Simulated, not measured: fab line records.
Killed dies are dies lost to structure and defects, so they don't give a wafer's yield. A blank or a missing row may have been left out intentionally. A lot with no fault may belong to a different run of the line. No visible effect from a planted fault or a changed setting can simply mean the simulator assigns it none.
Commonality check across tools | flow nand-harc | 2 lots and 6 wafers in the sample

## WHY IT WAS OPENED
Flagged at NHARC_END_SORT_01: reading killed-dies, on 1 of 2 lots. No-fault wafers: 29, standard deviation 9.9.
Rule: a lot gets a flag if all its wafers with a number sit over 4 standard deviations from that mean, or if no wafer of it has a number. As for the other lots, they are considered sound.

lot  | measured     | on        | killed-dies, wafer by wafer | flag
L429 | day 21 09:30 | prober-02 | 20 13 19                    |
L439 | day 22 22:02 | prober-02 | 266 355 346                 | FLAGGED
Average over the flagged lots: 322; offset from the usual +293, equal to +30 standard deviations.

## WHICH TOOL EACH LOT WENT THROUGH
The record holds 3 process steps before the reading, out of a route of 1159 steps. Cell contents, in order: the tool; ch with the chambers the sampled wafers went through; the start.
lot  | flag    | NHARC_A_WL_FILL_CVD_03        | NHARC_THIN_TSV_DESCUM_14           | NHARC_THIN_TSV_ETCH_59
L429 |         | cvd-w-01 ch 0,1, day 16 05:48 | rie-diel-10 ch 1,2, day 20 07:49   | rie-metal-02 ch 0,1, day 20 13:52
L439 | FLAGGED | cvd-w-01 ch 0,1, day 18 13:28 | rie-diel-10 ch 1,2,3, day 22 06:07 | rie-metal-03 ch 0,1, day 22 12:07
These steps, and what they do:
- NHARC_A_WL_FILL_CVD_03: deposits W, target thk 40 nm, time 3302 s.
- NHARC_THIN_TSV_DESCUM_14: chemistry O2, time 3 s.
- NHARC_THIN_TSV_ETCH_59: etches the open film in Cl2/BCl3, target depth 880 nm, time 138.1 s.
- NHARC_END_SORT_01

## FLAGGED AGAINST TOTAL, ONE TOOL AT A TIME (gauges that did the reading follow at the end)
step                     | tool         | lots run | flagged | share of the flagged lots | sound lots run after its first flagged lot
NHARC_A_WL_FILL_CVD_03   | cvd-w-01     | 2        | 1       | all                       | 0
NHARC_THIN_TSV_DESCUM_14 | rie-diel-10  | 2        | 1       | all                       | 0
NHARC_THIN_TSV_ETCH_59   | rie-metal-02 | 1        | 0       | none                      | -
NHARC_THIN_TSV_ETCH_59   | rie-metal-03 | 1        | 1       | all                       | 0
NHARC_END_SORT_01        | prober-02    | 2        | 1       | all                       | 0

## WHAT THE TABLE ALLOWS
4 rows of the table ran every flagged lot: cvd-w-01 at NHARC_A_WL_FILL_CVD_03, rie-diel-10 at NHARC_THIN_TSV_DESCUM_14, rie-metal-03 at NHARC_THIN_TSV_ETCH_59, prober-02 at NHARC_END_SORT_01.
- cvd-w-01 at NHARC_A_WL_FILL_CVD_03: 1 of its 2 lots flagged. Last sound lot L429 at day 16 05:48, first flagged lot L439 at day 18 13:28; a fault beginning in between fits.
- rie-diel-10 at NHARC_THIN_TSV_DESCUM_14: 1 of its 2 lots flagged. Last sound lot L429 at day 20 07:49, first flagged lot L439 at day 22 06:07; a fault beginning in between fits.
- rie-metal-03 at NHARC_THIN_TSV_ETCH_59: 1 of its 1 lot flagged. The start can't be narrowed down: in this sample, it ran no sound lot prior to its first flagged lot.
- prober-02 at NHARC_END_SORT_01: 1 of its 2 lots flagged. Last sound lot L429 at day 21 09:30, first flagged lot L439 at day 22 22:02; a fault beginning in between fits.
A lot count leaves these 4 tools indistinguishable: every one of them fits a fault beginning at some hour. More lots, or a look at what each step does to the wafer, might.

## WHAT HAD BEEN PUT IN BY THE SIMULATOR
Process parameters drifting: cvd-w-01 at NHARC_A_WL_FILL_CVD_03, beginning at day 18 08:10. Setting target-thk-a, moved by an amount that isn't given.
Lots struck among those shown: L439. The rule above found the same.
